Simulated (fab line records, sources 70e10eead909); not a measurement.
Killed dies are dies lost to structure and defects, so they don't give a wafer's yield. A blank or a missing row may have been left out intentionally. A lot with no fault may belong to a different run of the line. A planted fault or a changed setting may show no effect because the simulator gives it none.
Chamber matching | flow nand_harc | NHARC_A_M1_DESCUM_14 on rie_diel-09 has 4 sister chambers
The step chemistry O2, time 3 s. 14 wafers are shown with their chamber, then 7 later ones without.

== WAFERS PAIRED WITH THEIR CHAMBERS ==
wafer  | chamber | drypump_motor_current_A (A) | oes_product_au (a.u.) | throttle_valve_pct (%)
L280.1 | 1       | 5.2                         | 1.014                 | 11.311
L280.2 | 3       | 6.1                         | 1.021                 | 11.302
L280.4 | 2       | 6.9                         | 1.028                 | 11.335
L281.1 | 0       | 5.3                         | 0.995                 | 11.305
L281.3 | 3       | 6.2                         | 1.013                 | 11.293
L281.4 | 1       | 5.2                         | 1.003                 | 11.315
L284.2 | 0       | 5.3                         | 0.993                 | 11.322
L284.3 | 3       | 6.2                         | 1.015                 | 11.296
L284.4 | 3       | 6.2                         | 1.015                 | 11.305
L285.3 | 0       | 5.2                         | 0.996                 | 11.317
L285.5 | 0       | 5.3                         | 0.994                 | 11.325
L285.6 | 1       | 5.2                         | 1.013                 | 11.312
L286.1 | 1       | 5.2                         | 1.007                 | 11.319
L286.2 | 0       | 5.3                         | 1.004                 | 11.315

SIGNATURES (averages over the wafers above)
reading                 | chamber 0 | chamber 1 | chamber 2 | chamber 3 | scatter within a chamber
drypump_motor_current_A | 5.280     | 5.200     | 6.900     | 6.175     | 0.0394
oes_product_au          | 0.99640   | 1.00925   | 1.02800   | 1.01600   | 0.0044
throttle_valve_pct      | 11.31680  | 11.31425  | 11.33500  | 11.29900  | 0.00605
Rule: for a wafer and a chamber, the distance is found by dividing, reading by reading, the gap between the wafer's reading and the chamber's mean by the reading's scatter, squaring, summing and taking the root. The wafer belongs to the nearest chamber; if the next one is less than 2 further off, it can't be placed. The scatter: the root of (the sum of the squares of (reading less its chamber's mean) over the shown wafers, divided by (wafers less chambers)).

== WAFERS MISSING THEIR CHAMBER ==
wafer  | drypump_motor_current_A (A) | oes_product_au (a.u.) | throttle_valve_pct (%)
L286.5 | 5.3                         | 0.998                 | 11.318
L294.3 | 5.2                         | 0.988                 | 11.301
L294.4 | 5.3                         | 0.984                 | 11.312
L294.6 | 5.2                         | 0.985                 | 11.310
L301.3 | 6.2                         | 1.018                 | 11.313
L301.5 | 5.2                         | 0.994                 | 11.288
L301.6 | 6.9                         | 0.997                 | 11.315

== WHICH CHAMBER EACH ONE RAN IN ==
wafer  | from the rows above     | in truth
L286.5 | 0                       | 0
L294.3 | can't be placed: 0 or 1 | 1
L294.4 | 0                       | 0
L294.6 | 0                       | 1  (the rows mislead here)
L301.3 | 3                       | 3
L301.5 | can't be placed: 0 or 1 | 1
L301.6 | 2                       | 2
Placed correctly: 4 of 7. Cannot be placed on the basis of these rows: 2; the candidates contain the true chamber in 2. 1 placed wrongly.
